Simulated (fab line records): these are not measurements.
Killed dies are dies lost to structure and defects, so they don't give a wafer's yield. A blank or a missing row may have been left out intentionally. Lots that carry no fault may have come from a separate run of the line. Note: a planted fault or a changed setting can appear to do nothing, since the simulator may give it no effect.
Split-lot trial	flow n5Finfet	route with 1938 steps; 7 lots, 21 wafers read

## ABOUT THE SPLIT
At N5_SD_EPI_N_COAT_03 (resist thk 150 nm), the setting spinRpm was moved away from the recipe's 1500 rpm on 7 of the 21 wafers read, by -9.5% to +8.2%. The other wafers ran this setting at the recipe's value.

The reading is taken at the split's own step.

## THE READING
CAR-ArF-block_of_SD_EPI_N_COAT_03.thkNm (the simulator's own value, which no gauge read), in nm, at N5_SD_EPI_N_COAT_03 (resist thk 150 nm). No usual value for it is given in the file. Across the 14 wafers here that went through the recipe, the average is 150.1 nm and the standard deviation 0.31 nm.

wafer	tool, chamber at the split	spinRpm as run, rpm	against the recipe	CAR-ArF-block_of_SD_EPI_N_COAT_03.thkNm, nm	against lot-mates on the recipe
L076.2	lithoTrack-01, 0	1606	+7.1%	145	-5.2
L076.4	lithoTrack-01, 0	1500	recipe	150.2	-
L076.5	lithoTrack-01, 0	1500	recipe	150.2	-
L082.1	lithoTrack-01, 0	1500	recipe	150	-
L082.2	lithoTrack-01, 0	1500	recipe	150.2	-
L082.3	lithoTrack-01, 0	1623	+8.2%	144.2	-5.9
L086.2	lithoTrack-02, 0	1500	recipe	150.2	-
L086.5	lithoTrack-02, 0	1358	-9.5%	158.4	+7.9
L086.6	lithoTrack-02, 0	1500	recipe	150.8	-
L087.2	lithoTrack-02, 0	1500	recipe	150	-
L087.3	lithoTrack-02, 0	1500	recipe	149.8	-
L087.6	lithoTrack-02, 0	1500	recipe	149.8	-
L088.4	lithoTrack-01, 0	1572	+4.8%	146.4	-3.6
L088.5	lithoTrack-01, 0	1572	+4.8%	146.8	-3.2
L088.6	lithoTrack-01, 0	1500	recipe	150	-
L089.1	lithoTrack-01, 0	1500	recipe	150.8	-
L089.5	lithoTrack-01, 0	1500	recipe	150	-
L089.6	lithoTrack-01, 0	1500	recipe	150.2	-
L091.3	lithoTrack-01, 0	1550	+3.3%	147.6	-2.2
L091.5	lithoTrack-01, 0	1550	+3.3%	147.6	-2.2
L091.4	lithoTrack-01, 0	1500	recipe	149.8	-

FIT RESULTS
A straight line over all 21 wafers: CAR-ArF-block_of_SD_EPI_N_COAT_03.thkNm changes by -0.788 nm for each +1% of spinRpm; r = -0.99; the points scatter about the line by 0.35 nm.
The same after taking each lot's own level away (the mean of its wafers on the recipe; 21 wafers): -0.763 nm for each +1%; r = -1.00; scatter 0.27 nm.
That fit puts the effect of the largest move of spinRpm on the reading at 7.2 nm.
Measured against the standard deviation above, the lots' own levels, which go from 149.80 to 150.50 nm, span 2.3 times it.
Hence the lot-to-lot level has little effect on the slope; both slopes agree.
Check: +6.8 nm against its lot-mates is what the line predicts for one of the wafers moved furthest among these (-9.5%) when that wafer is left out of the fit. It came out at +7.9 nm against them.

## ADDITIONAL SPLITS CARRIED BY THESE WAFERS
Note: prior to the reading, these wafers also went through further splits. Each is held against what the fit with the lots' levels taken away leaves over:
other split on the same wafers	wafers away from the commonest value	r with CAR-ArF-block_of_SD_EPI_N_COAT_03.thkNm (lot level and that fit taken away)
N5_WELL_APT_COAT_02 spinRpm	3	+0.25
N5_WELL_APT_EXPOSE_05 doseMj	4	+0.40
N5_PMOS_HMC_CHANNEL_EPI_PEB_07 pebTempC	7	+0.16
N5_PMOS_HMC_CHANNEL_EPI_DEVELOP_08 developTimeS	7	+0.21
N5_FIN_SAQP_ETCH_65 timeS	9	+0.14
N5_FIN_SAQP_COAT_68 spinRpm	4	+0.05
N5_STI_FIN_REVEAL_ETCHBACK_08 timeS	8	+0.13
N5_STI_FIN_REVEAL_OXIDATION_31 timeS	6	-0.30

## THE FILE'S OWN FIT
CAR-ArF-block_of_SD_EPI_N_COAT_03.thkNm changes by -0.762 nm for each +1% of spinRpm, r = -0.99.
